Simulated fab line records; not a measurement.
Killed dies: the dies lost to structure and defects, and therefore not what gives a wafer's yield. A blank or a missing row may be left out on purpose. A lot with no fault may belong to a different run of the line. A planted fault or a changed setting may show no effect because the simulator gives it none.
Matching of chambers | flow nand-harc | rie-diel-03 running NHARC_A_ZERO_WELL_DESCUM_12: 4 sister chambers
The step chemistry O2, time 3 s. 27 wafers are shown with their chamber, then 12 later ones without.

== WAFERS WITH THEIR CHAMBER ==
wafer  | chamber | drypump-motor-current-A (A) | showerhead-plenum-p-Torr (Torr) | oes-product-au (a.u.)
L075.1 | 3       | 5.3                         | 2.05                            | 1.015
L075.3 | 2       | 5.8                         | 1.84                            | 1.002
L075.6 | 2       | 5.8                         | 1.84                            | 1.000
L075.2 | 0       | 5.8                         | 1.81                            | 0.994
L075.4 | 1       | 5.1                         | 1.87                            | 1.017
L075.5 | 3       | 5.2                         | 2.05                            | 1.012
L076.1 | 3       | 5.3                         | 2.05                            | 1.009
L076.3 | 0       | 5.8                         | 1.81                            | 1.003
L076.4 | 2       | 5.8                         | 1.84                            | 0.986
L081.3 | 2       | 5.8                         | 1.84                            | 0.998
L081.5 | 3       | 5.3                         | 2.05                            | 0.990
L081.6 | 2       | 5.8                         | 1.84                            | 0.998
L081.1 | 0       | 5.8                         | 1.81                            | 1.000
L081.2 | 3       | 5.2                         | 2.05                            | 1.006
L081.4 | 1       | 5.1                         | 1.87                            | 1.015
L082.1 | 3       | 5.2                         | 2.05                            | 1.014
L082.4 | 0       | 5.8                         | 1.80                            | 1.002
L082.6 | 3       | 5.2                         | 2.05                            | 1.006
L083.3 | 0       | 5.8                         | 1.80                            | 0.987
L083.4 | 3       | 5.2                         | 2.04                            | 1.016
L083.6 | 3       | 5.2                         | 2.04                            | 1.015
L085.1 | 2       | 5.8                         | 1.83                            | 0.991
L085.4 | 3       | 5.2                         | 2.04                            | 1.020
L085.5 | 0       | 5.8                         | 1.80                            | 1.017
L086.1 | 3       | 5.2                         | 2.04                            | 1.009
L086.3 | 0       | 5.8                         | 1.80                            | 1.012
L086.4 | 2       | 5.8                         | 1.83                            | 0.995

SIGNATURES, as means of the wafers listed above
reading                  | chamber 0 | chamber 1 | chamber 2 | chamber 3 | scatter within a chamber
drypump-motor-current-A  | 5.800     | 5.100     | 5.800     | 5.227     | 0.0308
showerhead-plenum-p-Torr | 1.8043    | 1.8700    | 1.8371    | 2.0464    | 0.00497
oes-product-au           | 1.00214   | 1.01600   | 0.99571   | 1.01018   | 0.00793
Rule: a wafer's distance from a chamber is the root of the sum, over the readings, of the square of ((its reading less the chamber's mean) divided by the reading's scatter). If the next closest chamber is less than 2 further off than the closest, the wafer can't be placed; otherwise it belongs to the closest. How the scatter is found: for the shown wafers, subtract from each reading the mean of its chamber, square and add these, divide the total by (wafers less chambers), then take the root.

== WAFERS MISSING THEIR CHAMBER ==
wafer  | drypump-motor-current-A (A) | showerhead-plenum-p-Torr (Torr) | oes-product-au (a.u.)
L086.2 | 5.1                         | 1.86                            | 1.025
L086.5 | 5.1                         | 1.86                            | 1.008
L086.6 | 5.8                         | 1.80                            | 1.009
L094.2 | 5.8                         | 1.80                            | 0.986
L094.3 | 5.1                         | 1.86                            | 0.990
L094.5 | 5.8                         | 1.80                            | 1.000
L096.1 | 5.1                         | 1.86                            | 1.001
L096.3 | 5.8                         | 1.80                            | 1.002
L096.4 | 5.2                         | 2.04                            | 0.979
L097.1 | 5.8                         | 1.80                            | 0.994
L097.4 | 5.3                         | 2.04                            | 0.957
L097.5 | 5.8                         | 1.83                            | 0.972

== WHICH CHAMBER EACH ONE RAN IN ==
wafer  | from the rows above | in truth
L086.2 | 1                   | 1
L086.5 | 1                   | 1
L086.6 | 0                   | 0
L094.2 | 0                   | 0
L094.3 | 1                   | 1
L094.5 | 0                   | 0
L096.1 | 1                   | 1
L096.3 | 0                   | 0
L096.4 | 3                   | 3
L097.1 | 0                   | 0
L097.4 | 3                   | 3
L097.5 | 2                   | 2
Correctly placed: 12 of 12. Number that these rows cannot place: 0. 0 placed wrongly.
